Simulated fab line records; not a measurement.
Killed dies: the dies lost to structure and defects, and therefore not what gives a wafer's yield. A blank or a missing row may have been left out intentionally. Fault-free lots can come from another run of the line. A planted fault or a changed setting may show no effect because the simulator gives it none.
Matching of chambers	flow n5 finfet	N5_MOL_CONTACT_COAG_ETCH_110 on rie diel-05 has 4 sister chambers
The step etches Si in CF4/O2, target depth 2.5 nm, time 8 s. 16 wafers are shown with their chamber, then 8 later ones without.

== WAFERS PAIRED WITH THEIR CHAMBERS ==
wafer	chamber	showerhead plenum p Torr (Torr)	throttle valve pct (%)	oes product au (a.u.)
L075.1	3	2.35	10.28	0.90
L075.3	0	2.20	10.82	0.70
L075.5	1	2.34	10.72	0.83
L079.1	3	2.35	10.30	0.89
L079.3	2	2.30	11.08	0.70
L079.5	3	2.35	10.31	0.89
L080.2	2	2.30	11.09	0.70
L080.3	1	2.34	10.77	0.81
L080.6	2	2.30	11.10	0.70
L082.2	3	2.35	10.33	0.88
L082.3	1	2.34	10.79	0.80
L082.5	0	2.20	10.86	0.69
L084.1	1	2.33	10.78	0.81
L084.5	1	2.33	10.80	0.81
L084.6	2	2.29	11.13	0.70
L088.2	3	2.34	10.36	0.86

SIGNATURES (averages over the wafers above)
reading	chamber 0	chamber 1	chamber 2	chamber 3	scatter within a chamber
showerhead plenum p Torr	2.2000	2.3360	2.2975	2.3480	0.00479
throttle valve pct	10.8400	10.7720	11.1000	10.3160	0.0286
oes product au	0.6950	0.8120	0.7000	0.8840	0.011
Rule: a wafer's distance from a chamber is the root of the sum, over the readings, of the square of ((its reading less the chamber's mean) divided by the reading's scatter). The wafer belongs to the nearest chamber; if the next one is less than 2 further off, it can't be placed. How the scatter is found: for the shown wafers, subtract from each reading the mean of its chamber, square and add these, divide the total by (wafers less chambers), then take the root.

== WAFERS WITHOUT THEIR CHAMBER ==
wafer	showerhead plenum p Torr (Torr)	throttle valve pct (%)	oes product au (a.u.)
L088.3	2.20	10.89	0.69
L088.5	2.20	10.88	0.68
L091.1	2.19	10.90	0.68
L091.3	2.34	10.40	0.85
L091.6	2.34	10.38	0.84
L095.1	2.34	10.42	0.83
L095.2	2.29	11.18	0.68
L095.4	2.34	10.41	0.83

== THE CHAMBER EACH PASSED THROUGH ==
wafer	from the rows above	in truth
L088.3	0	0
L088.5	0	0
L091.1	0	0
L091.3	3	3
L091.6	3	3
L095.1	3	3
L095.2	2	2
L095.4	3	3
8 of 8 placed correctly. Not placeable from these rows: 0. Wrongly placed: 0.
